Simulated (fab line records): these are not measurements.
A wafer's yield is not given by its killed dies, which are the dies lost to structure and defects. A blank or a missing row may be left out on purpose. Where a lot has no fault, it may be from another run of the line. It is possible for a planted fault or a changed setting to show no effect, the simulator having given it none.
Lot-split experiment + flow n5-finfet + 7 lots, 39 wafers read, on a route of 1938 steps

## THE SPLIT ITSELF
At N5_BEOL_M12_TRENCH_ETCH_34 (etches SiOC in C4F8/O2/Ar, target depth 318.95 nm, time 125.5 s), the setting time-s was moved away from the recipe's 125.5 s on 18 of the 39 wafers read, by -53.9% to -15.1%. For the rest of the wafers, this setting stayed at what the recipe calls for.

## FROM THE SPLIT TO THE READING: what the file shows between them, 10 steps
- N5_BEOL_M12_STRIP_70: strips in C4F8/O2/Ar
- N5_BEOL_M12_OCD_MEAS_35
- N5_BEOL_M12_STRIP_37: strips in N2/H2
- N5_BEOL_M12_ETCH_38: etches SiCN in CF4/N2, target depth 68.7 nm, time 73.4 s
- N5_BEOL_M12_ECD_47: material Cu, target thk 720 nm
- N5_BEOL_M12_ANNEAL_48: time 90 s
- N5_BEOL_M12_CMP_49: polishes, stops on SiOC, t overpolish 20.6 s, target thk 320 nm
- N5_BEOL_M12_THK_MEAS_50: measures by xrf
- N5_BEOL_M12_PRE_CLEAN_52: time 15 s
- N5_BEOL_M12_DEP_53: deposits SiCN from 3MS/NH3, target thk 30 nm, time 10.5 s

## THE READING
M12_RS, in ohm/sq, at N5_BEOL_M12_RS_MEAS_54 (measures by four-point-probe). Fault-free wafers of this fab line usually give 0.0603 ohm/sq, standard deviation 0.0012 ohm/sq.

| wafer  | tool, chamber at the split | time-s as run, s | against the recipe | M12_RS, ohm/sq | against lot-mates on the recipe |
|--------|----------------------------|------------------|--------------------|----------------|---------------------------------|
| L082.2 | rie-diel-01, 1             | 125.5            | recipe             | 0.0611         | -                               |
| L082.3 | rie-diel-01, 3             | 125.5            | recipe             | 0.0622         | -                               |
| L082.6 | rie-diel-01, 3             | 125.5            | recipe             | 0.0617         | -                               |
| L086.1 | rie-diel-05, 1             | 125.5            | recipe             | 0.0605         | -                               |
| L086.2 | rie-diel-05, 0             | 125.5            | recipe             | 0.0601         | -                               |
| L086.3 | rie-diel-05, 2             | 125.5            | recipe             | 0.0617         | -                               |
| L086.4 | rie-diel-05, 3             | 64.64            | -48.5%             | 0.1230         | +0.0622                         |
| L086.5 | rie-diel-05, 2             | 64.64            | -48.5%             | 0.1215         | +0.0607                         |
| L086.6 | rie-diel-05, 1             | 64.64            | -48.5%             | 0.1210         | +0.0602                         |
| L089.1 | rie-diel-04, 2             | 106.6            | -15.1%             | 0.0715         | +0.0122                         |
| L089.2 | rie-diel-04, 3             | 106.6            | -15.1%             | 0.0690         | +0.0097                         |
| L089.3 | rie-diel-04, 1             | 106.6            | -15.1%             | 0.0701         | +0.0108                         |
| L089.4 | rie-diel-04, 0             | 125.5            | recipe             | 0.0600         | -                               |
| L089.5 | rie-diel-04, 0             | 125.5            | recipe             | 0.0590         | -                               |
| L089.6 | rie-diel-04, 1             | 125.5            | recipe             | 0.0590         | -                               |
| L093.1 | rie-diel-04, 2             | 75.68            | -39.7%             | 0.1041         | +0.0444                         |
| L093.2 | rie-diel-04, 3             | 75.68            | -39.7%             | 0.0985         | +0.0388                         |
| L093.3 | rie-diel-04, 0             | 125.5            | recipe             | 0.0593         | -                               |
| L093.4 | rie-diel-04, 1             | 125.5            | recipe             | 0.0589         | -                               |
| L093.5 | rie-diel-04, 1             | 75.68            | -39.7%             | 0.1006         | +0.0409                         |
| L093.6 | rie-diel-04, 2             | 125.5            | recipe             | 0.0608         | -                               |
| L094.1 | rie-diel-04, 0             | 57.82            | -53.9%             | 0.1381         | +0.0785                         |
| L094.2 | rie-diel-04, 2             | 57.82            | -53.9%             | 0.1410         | +0.0814                         |
| L094.3 | rie-diel-04, 1             | 125.5            | recipe             | 0.0605         | -                               |
| L094.4 | rie-diel-04, 3             | 125.5            | recipe             | 0.0589         | -                               |
| L094.5 | rie-diel-04, 0             | 57.82            | -53.9%             | 0.1353         | +0.0757                         |
| L094.6 | rie-diel-04, 1             | 125.5            | recipe             | 0.0594         | -                               |
| L092.1 | rie-diel-04, 3             | 125.5            | recipe             | 0.0600         | -                               |
| L092.2 | rie-diel-04, 2             | 70.32            | -44.0%             | 0.1135         | +0.0536                         |
| L092.3 | rie-diel-04, 0             | 125.5            | recipe             | 0.0605         | -                               |
| L092.4 | rie-diel-04, 1             | 70.32            | -44.0%             | 0.1096         | +0.0497                         |
| L092.5 | rie-diel-04, 0             | 70.32            | -44.0%             | 0.1096         | +0.0497                         |
| L092.6 | rie-diel-04, 3             | 125.5            | recipe             | 0.0591         | -                               |
| L097.1 | rie-diel-01, 0             | 106.6            | -15.1%             | 0.0700         | +0.0082                         |
| L097.2 | rie-diel-01, 2             | 106.6            | -15.1%             | 0.0711         | +0.0093                         |
| L097.3 | rie-diel-01, 3             | 125.5            | recipe             | 0.0623         | -                               |
| L097.4 | rie-diel-01, 2             | 125.5            | recipe             | 0.0604         | -                               |
| L097.5 | rie-diel-01, 3             | 125.5            | recipe             | 0.0627         | -                               |
| L097.6 | rie-diel-01, 0             | 106.6            | -15.1%             | 0.0699         | +0.0081                         |

FIT RESULTS
A straight line over all 39 wafers: M12_RS changes by -0.00127 ohm/sq for each +1% of time-s; r = -0.98; the points scatter about the line by 0.0054 ohm/sq.
The same after taking each lot's own level away (the mean of its wafers on the recipe; 39 wafers): -0.00128 ohm/sq for each +1%; r = -0.98; scatter 0.0054 ohm/sq.
According to that fit, moving time-s by its largest amount changes the reading by 0.069 ohm/sq.
The lots' own levels span 0.05933 to 0.06180 ohm/sq, that is 2.1 times the standard deviation above.
So the lot-to-lot level changes the slope little: the two slopes agree.
Check: for one of the wafers moved furthest among these (-53.9%), held out of the fit, the line's prediction against its lot-mates is +0.0656 ohm/sq. Against them it came out at +0.0785 ohm/sq.

## THE WHOLE CHAIN: every reading that the file lists as answering this split, in the file's order
| step                       | what it does                                                    | reading                                                                       | change (the file's fit)              | r (the file's) |
|----------------------------|-----------------------------------------------------------------|-------------------------------------------------------------------------------|--------------------------------------|----------------|
| N5_BEOL_M12_TRENCH_ETCH_34 | etches SiOC in C4F8/O2/Ar, target depth 318.95 nm, time 125.5 s | etch.depth-nm (the simulator's own value, which no gauge read)                | +3.17 nm for each +1% of the setting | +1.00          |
| N5_BEOL_M12_OCD_MEAS_35    |                                                                 | trench-depth-nm                                                               | +3.17 nm for each +1% of the setting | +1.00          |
| N5_BEOL_M12_CMP_49         | polishes, stops on SiOC, t overpolish 20.6 s, target thk 320 nm | Cu_of_BEOL_M12_ECD_47.thk-nm (the simulator's own value, which no gauge read) | +3.18 nm for each +1% of the setting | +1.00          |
| N5_BEOL_M12_THK_MEAS_50    | measures by xrf                                                 | M12_THK                                                                       | +3.28 for each +1% of the setting    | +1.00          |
| N5_BEOL_M12_RS_MEAS_54     | measures by four-point-probe                                    | M12_RS                                                                        | -0.00123 for each +1% of the setting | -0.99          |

## FILE'S OWN FIT
M12_RS changes by -0.00123 ohm/sq for each +1% of time-s, r = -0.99.
